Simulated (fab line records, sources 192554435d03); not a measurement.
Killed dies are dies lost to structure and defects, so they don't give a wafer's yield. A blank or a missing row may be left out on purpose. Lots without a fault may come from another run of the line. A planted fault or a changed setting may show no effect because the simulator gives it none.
Chamber matching | flow n5_finfet | N5_BEOL_M1_STRIP_66 on rie_diel-04: 4 sister chambers
The step strips in CF4. 8 wafers are shown with their chamber, then 7 later ones without.

WAFERS WITH THEIR CHAMBER
wafer  | chamber | showerhead_plenum_p_Torr (Torr) | throttle_valve_pct (%)
L077.2 | 3       | 1.71                            | 13.71
L077.6 | 0       | 1.85                            | 13.89
L082.4 | 3       | 1.71                            | 13.71
L088.2 | 1       | 1.75                            | 13.30
L088.3 | 0       | 1.84                            | 13.95
L088.5 | 2       | 1.83                            | 13.90
L089.1 | 2       | 1.83                            | 13.91
L089.2 | 1       | 1.75                            | 13.30

WAFERS WITHOUT THEIR CHAMBER
wafer  | showerhead_plenum_p_Torr (Torr) | throttle_valve_pct (%)
L089.5 | 1.84                            | 13.90
L093.1 | 1.83                            | 13.91
L093.3 | 1.71                            | 13.74
L093.6 | 1.83                            | 13.91
L097.1 | 1.75                            | 13.33
L097.2 | 1.70                            | 13.77
L097.3 | 1.84                            | 13.36

WHICH CHAMBER EACH WENT THROUGH
wafer  | from the rows above          | in truth
L089.5 | can't be placed: 0 or 2      | 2
L093.1 | 2                            | 2
L093.3 | 3                            | 3
L093.6 | 2                            | 2
L097.1 | 1                            | 1
L097.2 | 3                            | 3
L097.3 | can't be placed: 2 or 1 or 0 | 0
Placed correctly: 5 of 7. Can't be placed from these rows: 2 (the true chamber is among the candidates in 2). Placed wrongly: 0.
How it was worked out, from the rows above alone: a wafer's distance from a chamber is the root of the sum, over the readings, of the square of ((its reading less the chamber's mean) divided by the reading's scatter). The wafer belongs to the nearest chamber; if the next one is less than 2 further off, it can't be placed. A chamber's mean is the mean of its shown wafers. The scatter: the root of (the sum of the squares of (reading less its chamber's mean) over the shown wafers, divided by (wafers less chambers)).
